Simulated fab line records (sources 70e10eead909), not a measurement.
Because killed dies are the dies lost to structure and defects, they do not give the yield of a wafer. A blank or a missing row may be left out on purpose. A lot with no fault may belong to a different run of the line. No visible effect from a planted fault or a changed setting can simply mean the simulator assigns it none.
Struck lot and sound lot, side by side :: flow nand-harc :: 15 steps out of a route of 1302
Sound: the wafers L382.2, L382.3, L382.4. Struck: wafers L384.3, L384.6. (L384.4 of the same lot was not struck and is left out.) The cause comes at the end.
Each step with rows lists, per side, the tool, then ch with its chambers, then its first start. Under that, the readings that differ: sound wafers :: struck wafers :: difference of the means :: sigmas: that difference in standard deviations of wafers without a fault.
alike: words and numbers the same on both sides, and readings whose means are apart by under 2 such deviations; not compared: readings that were withheld, readings missing a value for some wafer, numbers with overlapping values and no deviation given by the record, and bounds like >300 which may hide the same value.
A row with sigmas, a row that says differs or no value, or rows on one side alone: a step with any of these is where the two part. Non-overlapping numbers with no deviation appear without sigmas and do not part them. A reading that every wafer of one side lacks parts them only if that side has two wafers or more.

NHARC_A_SGD_CUT_THK_MEAS_22: measures by ellipsometry.
  struck on film-metro-01, day 27 20:40; sound on film-metro-01, day 27 10:29
  alike: thk-nm
then, 2 steps without rows for these wafers: NHARC_A_SGD_CUT_SRD_23; NHARC_A_SGD_CUT_ETCH_26 (etches SiO2 in dHF, target depth 45.8 nm).
NHARC_A_SGD_CUT_ETCHBACK_24: etches the open film in CH3F/O2, target depth 50 nm, time 92.857 s.
  sound on rie-diel-12 ch 0,1,2, day 27 10:43; struck on rie-diel-02 ch 2,3, day 27 20:53
  alike: drypump-motor-current-A, oes-product-au, rf-vpp-V, showerhead-plenum-p-Torr, throttle-valve-pct
  not compared: rf-hours-counter-h
NHARC_A_SGD_CUT_STRIP_28: strips in O2, time 20 s.
  sound on rie-diel-12 ch 0,1,3; struck on rie-diel-02 ch 2, day 27 21:04
  alike: drypump-motor-current-A, oes-product-au, rf-vpp-V, showerhead-plenum-p-Torr, throttle-valve-pct
  not compared: rf-hours-counter-h
NHARC_A_SGD_CUT_INSPECT_25:
  struck on defect-inspect-01, day 27 21:10; sound on defect-inspect-02, day 27 10:58
  alike: raw-defect-count
NHARC_A_SLIT_DEP_25: deposits SiO2, target thk 200 nm.
  sound on pecvd-01 ch 0,2, day 27 11:04; struck on pecvd-01 ch 0, day 27 21:18
  alike: heater-power-w, throttle-valve-pct
NHARC_A_SLIT_DEP_00: deposits aC, target thk 6200 nm.
  sound on acl-dep-02 ch 0, day 27 11:59; struck on acl-dep-01 ch 0, day 28 00:01
  alike: throttle-valve-pct
NHARC_A_SLIT_DEP_23: deposits SiON, target thk 100 nm.
  sound on pecvd-03 ch 0,1, day 27 15:08; struck on pecvd-04 ch 0,2, day 28 02:35
  alike: heater-power-w
then, 3 steps without rows for these wafers: NHARC_A_SLIT_DEHYDRATE_01 (time 120 s); NHARC_A_SLIT_HMDS_02 (time 30 s); NHARC_A_SLIT_COAT_03 (resist thk 90 nm).
NHARC_A_SLIT_SOFTBAKE_04: time 55 s.
  sound on litho-track-04 ch 0, day 27 15:00; struck on litho-track-06 ch 0, day 28 02:00
reading: heater-power-total-W (W)
sound: 188.39 188.67 188.38
struck: 219.16 219.26
difference: +30.73
sigmas: +99 or more
next, for these wafers, 1 step has no rows: NHARC_A_SLIT_EBR_05.
-- the record jumps here: 5 days lie between the struck wafers' starts before and after (it left off in module A_SLIT and takes up again in module END, whose first step shown is number 1302 of the route) --
NHARC_END_SORT_01:
  sound on prober-01 ch 0, day 32 18:22; struck on prober-01 ch 0, day 33 12:46
  alike: killed-at-array, killed-at-other, killed-at-periphery, killed-dies, killed-open, killed-short

== WHERE THEY PART ==
Within this record, at NHARC_A_SLIT_SOFTBAKE_04 only. Later steps at which nothing parts them and some readings are alike: NHARC_END_SORT_01.

WHY: the cause the simulator had injected
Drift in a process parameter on litho-track-06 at NHARC_A_SLIT_SOFTBAKE_04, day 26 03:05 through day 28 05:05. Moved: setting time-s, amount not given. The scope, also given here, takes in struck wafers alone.
